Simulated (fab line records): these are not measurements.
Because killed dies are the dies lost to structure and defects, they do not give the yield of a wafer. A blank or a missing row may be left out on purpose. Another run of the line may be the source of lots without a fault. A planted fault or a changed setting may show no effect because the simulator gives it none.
Matching of chambers | flow nand_harc | rie_diel-11 running NHARC_P_ZERO_WELL_DESCUM_26: 4 sister chambers
The step chemistry O2, time 3 s. 4 wafers are shown with their chamber, then 7 later ones without.

## WAFERS PAIRED WITH THEIR CHAMBERS
wafer  | chamber | oes_product_au (a.u.)
L084.2 | 3       | 0.992
L088.5 | 0       | 1.010
L093.1 | 1       | 0.997
L093.3 | 2       | 1.003

## WAFERS WHOSE CHAMBER IS MISSING
wafer  | oes_product_au (a.u.)
L093.5 | 1.002
L096.1 | 1.014
L096.2 | 0.998
L096.3 | 1.003
L097.2 | 0.995
L097.3 | 0.992
L097.6 | 1.005

## WHICH CHAMBER EACH WENT THROUGH
wafer  | from the rows above     | in truth
L093.5 | 2                       | 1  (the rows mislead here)
L096.1 | 0                       | 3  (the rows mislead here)
L096.2 | 1                       | 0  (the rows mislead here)
L096.3 | 2                       | 2
L097.2 | can't be placed: 1 or 3 | 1
L097.3 | 3                       | 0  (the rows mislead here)
L097.6 | can't be placed: 2 or 0 | 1
Correct placement for 1 of the 7. Cannot be placed on the basis of these rows: 2; the candidates contain the true chamber in 1. Wrongly placed: 4.
How it was worked out, from the rows above alone: a wafer's distance from a chamber is the root of the sum, over the readings, of the square of ((its reading less the chamber's mean) divided by the reading's scatter). If the next closest chamber is less than 2 further off than the closest, the wafer can't be placed; otherwise it belongs to the closest. The mean given for a chamber averages the wafers shown for that chamber. The scatter: with one shown wafer a chamber, the root of the mean of the squares of how far each hidden wafer lies from its nearest shown one.
